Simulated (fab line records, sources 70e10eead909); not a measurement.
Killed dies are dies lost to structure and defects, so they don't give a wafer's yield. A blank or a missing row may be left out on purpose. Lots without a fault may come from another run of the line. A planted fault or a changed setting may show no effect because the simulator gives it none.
A struck lot beside a sound one | flow nand_harc | 13 steps out of a route of 1302
Sound: wafers L319.4, L319.5, L319.6. Struck: wafers L330.1, L330.4, L330.5. The cause comes at the end.
At each step with rows: each side's tool, then ch and its chambers, then its first start. Under that, the readings that differ: sound wafers | struck wafers | difference of the means | sigmas: that difference in standard deviations of wafers without a fault.
alike: readings whose means differ by less than 2 such deviations, and words and numbers that are the same on both sides. not compared: withheld readings, readings that some wafer has no value for, bounds like >300 that may hide the same value, and numbers for which the record gives no deviation and whose values overlap.
The two part at a step that has a row with sigmas, a row that says differs or no value, or rows on one side only. Numbers that don't overlap but have no deviation are shown without sigmas and don't part them. A reading that every wafer of one side lacks parts them only if that side has two wafers or more.

NHARC_P_CONTACT_DEP_00: deposits SiO2, target thk 500 nm.
  sound on pecvd-03 ch 0,1,2; struck on pecvd-02 ch 1,2
  alike: heater_power_w, throttle_valve_pct
NHARC_P_CONTACT_CMP_01: polishes SiO2, target thk 200 nm.
  sound on cmp-02 ch 2,3, day 8 01:33; struck on cmp-01 ch 1,2,3, day 12 12:48
  alike: motor_current_A, slurry_filter_dp_kPa
then, 9 steps without rows for these wafers: NHARC_P_CONTACT_SRD_03; NHARC_P_CONTACT_DEHYDRATE_04 (time 120 s); NHARC_P_CONTACT_HMDS_05 (time 30 s); NHARC_P_CONTACT_COAT_33 (time 75 s); NHARC_P_CONTACT_COAT_34 (time 65 s); NHARC_P_CONTACT_COAT_06 (resist thk 90 nm); NHARC_P_CONTACT_SOFTBAKE_07 (time 55 s); NHARC_P_CONTACT_EBR_08; NHARC_P_CONTACT_EXPOSE_09 (exposes mask P CA, target cd 90 nm).
NHARC_P_CONTACT_PEB_10: peb time 65 s.
  sound on litho_track-01 ch 0, day 8 02:16; struck on litho_track-01 ch 0, day 12 13:22
  reading                  | sound              | struck            | difference | sigmas
  heater_power_total_W (W) | 156.1 156.3 156.4  | 152.2 152.9 152.5 | -3.7       | -9
  plate_temp_C (C)         | 100.07 99.93 99.99 | 98.06 98.26 98.02 | -1.88      | -17
then, 1 step without rows for these wafers: NHARC_P_CONTACT_DEVELOP_11 (develop time 35 s).

WHERE THEY PART
Only at NHARC_P_CONTACT_PEB_10, within this record.

WHY: what the simulator had put in
Process parameter drift: litho_track-01, from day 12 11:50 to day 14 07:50, at NHARC_P_CONTACT_PEB_10. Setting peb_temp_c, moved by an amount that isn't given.
